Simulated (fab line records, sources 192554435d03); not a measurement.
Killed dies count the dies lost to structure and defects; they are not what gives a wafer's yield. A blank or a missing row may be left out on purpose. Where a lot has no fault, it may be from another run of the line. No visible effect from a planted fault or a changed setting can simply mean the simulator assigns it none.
Chamber matching ; flow n5-finfet ; rie-diel-04 running N5_BEOL_M0_SAQP_STRIP_108: 4 sister chambers
The step strips in N2/H2. 20 wafers are shown with their chamber, then 10 later ones without.

WAFERS PAIRED WITH THEIR CHAMBERS
wafer;chamber;showerhead-plenum-p-Torr (Torr);oes-product-au (a.u.);throttle-valve-pct (%)
L074.4;2;3.48;0.75;18.8
L074.5;2;3.48;0.74;18.8
L074.6;3;3.51;0.76;19.3
L076.3;2;3.48;0.74;18.8
L076.4;1;3.27;0.85;18.8
L076.6;3;3.51;0.75;19.3
L077.1;1;3.27;0.84;18.9
L077.2;2;3.48;0.74;18.8
L077.6;1;3.27;0.83;18.9
L080.2;1;3.27;0.84;18.8
L080.3;0;3.32;0.71;18.5
L080.5;0;3.32;0.71;18.5
L081.2;1;3.27;0.84;18.9
L081.3;2;3.48;0.75;18.8
L081.6;0;3.32;0.71;18.5
L083.1;2;3.47;0.73;18.8
L083.3;1;3.27;0.83;18.9
L083.4;3;3.50;0.75;19.3
L091.3;0;3.31;0.71;18.6
L091.4;3;3.49;0.74;19.4

SIGNATURES (means of the wafers above)
reading;chamber 0;chamber 1;chamber 2;chamber 3;scatter within a chamber
showerhead-plenum-p-Torr;3.3175;3.2700;3.4783;3.5025;0.0052
oes-product-au;0.7100;0.8383;0.7417;0.7500;0.00692
throttle-valve-pct;18.525;18.867;18.800;19.325;0.0421
Rule: a wafer's distance from a chamber is the root of the sum, over the readings, of the square of ((its reading less the chamber's mean) divided by the reading's scatter). The wafer belongs to the nearest chamber; if the next one is less than 2 further off, it can't be placed. The scatter: the root of (the sum of the squares of (reading less its chamber's mean) over the shown wafers, divided by (wafers less chambers)).

WAFERS MISSING THEIR CHAMBER
wafer;showerhead-plenum-p-Torr (Torr);oes-product-au (a.u.);throttle-valve-pct (%)
L091.5;3.26;0.82;18.9
L093.1;3.26;0.81;18.9
L093.4;3.30;0.69;18.6
L093.5;3.30;0.69;18.6
L095.2;3.26;0.80;18.9
L095.3;3.46;0.72;18.9
L095.6;3.26;0.81;18.9
L097.2;3.26;0.80;18.9
L097.3;3.30;0.70;18.6
L097.5;3.46;0.72;18.9

WHICH CHAMBER EACH WENT THROUGH
wafer;from the rows above;in truth
L091.5;1;1
L093.1;1;1
L093.4;0;0
L093.5;0;0
L095.2;1;1
L095.3;2;2
L095.6;1;1
L097.2;1;1
L097.3;0;0
L097.5;2;2
Correctly placed: 10 of 10. Can't be placed from these rows: 0. Number placed wrongly: 0.
